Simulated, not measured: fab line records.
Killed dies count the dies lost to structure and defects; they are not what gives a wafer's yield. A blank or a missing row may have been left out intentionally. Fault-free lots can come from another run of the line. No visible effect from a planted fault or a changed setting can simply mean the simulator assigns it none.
One fault seen from 3 desks | flow n5Finfet | every desk sees just its own numbers, and what lay behind them comes last

## THE DEFECT DESK
Per lot, the means of the sampled wafers with a number show what the inspections along the route counted. If a lot's mean is further than 4 standard deviations from the usual mean, the lot is out of limits and carries the mark OUT (the distance appears in the brackets).
Columns: A = rawDefectCount at N5_BEOL_M7_INSPECT_58, usual 74
lot  | first seen here | A
L226 | day 11 12:08    | 108
L229 | day 11 19:06    | 84
L230 | day 12 10:43    | 68
L231 | day 13 00:55    | 711 (+25) OUT
L232 | day 13 01:41    | 632 (+22) OUT
L234 | day 13 14:55    | 72
L237 | day 14 01:41    | 614 (+22) OUT
L238 | day 14 06:37    | 80
L240 | day 14 19:16    | 67
This desk finds L231, L232, L237 out of limits, L231 being first, at day 13 00:55 (rawDefectCount at N5_BEOL_M7_INSPECT_58). L226, L229, L230, L234, L238, L240: within limits.

## AT THE TOOL OWNER'S DESK: cmp-01
The tool's own readings at N5_BEOL_M7_CMP_52 (polishes, stops on SiCOH lowk, t overpolish 6.9 s, target thk 80 nm): means of the sampled wafers that have a number, for each lot that ran on this tool. If a lot's mean is further than 4 standard deviations from the usual mean, the lot is out of limits and carries the mark OUT (the distance appears in the brackets).
Columns: A = barrierFieldEndpointS at N5_BEOL_M7_CMP_52, usual 29.0 s; B = clearingPlatenDownForcePsi at N5_BEOL_M7_CMP_52, usual 1.500 psi; C = clearingPlatenRpm at N5_BEOL_M7_CMP_52, usual 49.998 rpm; D = motorCurrentA at N5_BEOL_M7_CMP_52, usual 6.1 A; E = overpolishRunS at N5_BEOL_M7_CMP_52, usual 6.900 s; F = slurryFilterDpKPa at N5_BEOL_M7_CMP_52, usual 13.51 kPa; G = timeToEndpointS at N5_BEOL_M7_CMP_52, usual 62 s
lot  | first seen here | A              | B     | C      | D   | E                       | F     | G
L229 | day 11 18:41    | 28.9           | 1.503 | 49.999 | 6.0 | 6.903                   | 13.45 | 64
L230 | day 12 10:16    | 28.5           | 1.502 | 49.989 | 5.7 | 6.910                   | 13.41 | 57
L231 | day 13 00:32    | 38.3 (+12) OUT | 1.499 | 50.038 | 6.2 | 3.466 (-99 or more) OUT | 13.49 | 72
L232 | day 13 01:14    | 37.7 (+11) OUT | 1.497 | 49.984 | 5.8 | 3.467 (-99 or more) OUT | 13.35 | 69
L237 | day 14 01:19    | 38.0 (+11) OUT | 1.497 | 49.974 | 5.7 | 3.467 (-99 or more) OUT | 13.43 | 71
This desk finds L231, L232, L237 out of limits, L231 being first, at day 13 00:32 (barrierFieldEndpointS at N5_BEOL_M7_CMP_52). L229, L230: within limits.

## METROLOGY DESK
Lot by lot, what the gauges showed, no matter which tool ran the lot: averages of those sampled wafers that carry a number. If a lot's mean is further than 4 standard deviations from the usual mean, the lot is out of limits and carries the mark OUT (the distance appears in the brackets). Of its 11 readings 7 are shown: the one that was out of limits first, and those that lie furthest out on some lot.
Columns: A = DIBL_N at N5_BEOL_M4_RC_MEAS_101, usual 35.9 mV/V; B = DIBL_P at N5_BEOL_M4_RC_MEAS_101, usual 35.6 mV/V; C = ION_N at N5_BEOL_M4_RC_MEAS_101, usual 671 uA/um; D = SS_N at N5_BEOL_M4_RC_MEAS_101, usual 71.4 mV/dec; E = VT_N at N5_BEOL_M4_RC_MEAS_101, usual 251 mV; F = VT_P at N5_BEOL_M4_RC_MEAS_101, usual -251 mV; G = M7_THK at N5_BEOL_M7_THK_MEAS_53, usual 76.0 nm
lot  | first seen here | A    | B    | C   | D    | E   | F    | G
L226 | day 10 06:55    | 34.2 | 33.9 | 664 | 70.8 | 252 | -250 | 75.7
L229 | day 10 17:42    | 36.3 | 35.8 | 669 | 71.0 | 249 | -255 | 75.9
L230 | day 11 07:04    | 34.6 | 32.8 | 663 | 71.0 | 254 | -251 | 74.8
L231 | day 11 14:14    | 36.3 | 36.5 | 666 | 71.8 | 252 | -250 | 129.2 (+24) OUT
L232 | day 11 17:20    | 37.1 | 36.0 | 672 | 71.8 | 251 | -253 | 130.6 (+25) OUT
L234 | day 12 09:48    | 36.7 | 36.3 | 661 | 72.3 | 252 | -254 | 78.3
L237 | day 12 19:22    | 36.0 | 35.4 | 668 | 71.8 | 253 | -249 | 124.5 (+22) OUT
L238 | day 13 00:59    | 35.8 | 35.0 | 678 | 71.8 | 246 | -249 | 78.5
L240 | day 13 15:45    | 35.1 | 34.4 | 675 | 71.5 | 251 | -251 | 75.8
This desk finds L231, L232, L237 out of limits, with the earliest case on L231 at day 13 00:46 (M7_THK at N5_BEOL_M7_THK_MEAS_53). L226, L229, L230, L234, L238, L240: within limits.

## ALL TOGETHER
The tool owner's desk had the chance to raise an alarm at day 13 00:32 on L231, L232, L237.
At day 13 00:46 the metrology desk could have sounded an alarm, on L231, L232, L237.
The defect desk could have raised an alarm at day 13 00:55, on L231, L232, L237.
N5_BEOL_M7_CMP_52 was run on cmp-01 by each of the lots named.

## WHAT THE SIMULATOR PUT IN
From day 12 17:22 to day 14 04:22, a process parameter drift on cmp-01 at N5_BEOL_M7_CMP_52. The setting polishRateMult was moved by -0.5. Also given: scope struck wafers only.
Lots struck among those shown: L231, L232, L237.
Hours from the fault's start to each desk's first reading out of limits: the tool owner's desk, 7; the metrology desk, 7; the defect desk, 8.
